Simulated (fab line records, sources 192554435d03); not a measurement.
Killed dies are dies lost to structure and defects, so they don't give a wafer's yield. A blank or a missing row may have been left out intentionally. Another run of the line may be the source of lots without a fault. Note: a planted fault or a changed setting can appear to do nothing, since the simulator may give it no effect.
Which tool was responsible? ; flow n5 finfet ; 7 lots, 21 wafers sampled, at 3 steps of a route of 1938

WHAT EACH GAUGE READ, for each wafer
N5_PASSIVATION_OVL_MEAS_63.
lot;measured;on;PAD_OVL (nm)
L120;day 13 00:42;overlay-02;-11 -2 -5
L123;day 13 16:05;overlay-02;6 7 0
L125;day 14 03:58;overlay-02;-6 -7 -12
L127;day 15 02:01;overlay-01;2 4 5
L130;day 15 06:26;overlay-01;-6 2 -2
L133;day 16 04:35;overlay-02;3 7 4
L140;day 18 06:55;overlay-02;-1 -4 1

WHAT TOOL EACH LOT RAN ON (gives the tool, then ch and the chambers of the sampled wafers, and finally the start)
lot;N5_SDB_PRECLEAN_38;N5_PASSIVATION_SPUTTER_20
L120;wet bench-04 ch 3,4,6, day 4 15:13;pvd sputter-01, day 13 00:06
L123;wet bench-04 ch 0,2,3, day 5 09:22;pvd sputter-01, day 13 15:29
L125;wet bench-04 ch 0,1,5, day 5 18:54;pvd sputter-03, day 14 03:14
L127;wet bench-03 ch 2,3,4, day 6 06:12;pvd sputter-03, day 15 01:17
L130;wet bench-03 ch 1,4,7, day 7 05:19;pvd sputter-01, day 15 05:43
L133;wet bench-03 ch 0,6,7, day 8 00:08;pvd sputter-03, day 16 03:59
L140;wet bench-04 ch 0,6,7, day 9 12:20;pvd sputter-02, day 18 06:19
- N5_SDB_PRECLEAN_38: cleans in dHF, time 10 s.
- N5_PASSIVATION_SPUTTER_20: material TaN, target thk 50 nm.

THE ANSWER, worked out from the rows above alone
Rule: the lots themselves supply what counts as usual. Put in order of their means at a reading, lots are off if they are a third of the lots or fewer, leave a main group of 4 or more, and stand apart from it by a gap of 3 or more times the standard deviation of the main group's means; of several such gaps the widest counts. A main group whose means are all the same, to the digits that the tables above print for the reading, isn't used. Also off: a lot with no number at a reading for which 4 or more lots have one. All remaining lots with rows at the step are treated as sound.
None of the lots is off at any reading shown; this tells nothing.

WHAT HAD BEEN PUT IN BY THE SIMULATOR
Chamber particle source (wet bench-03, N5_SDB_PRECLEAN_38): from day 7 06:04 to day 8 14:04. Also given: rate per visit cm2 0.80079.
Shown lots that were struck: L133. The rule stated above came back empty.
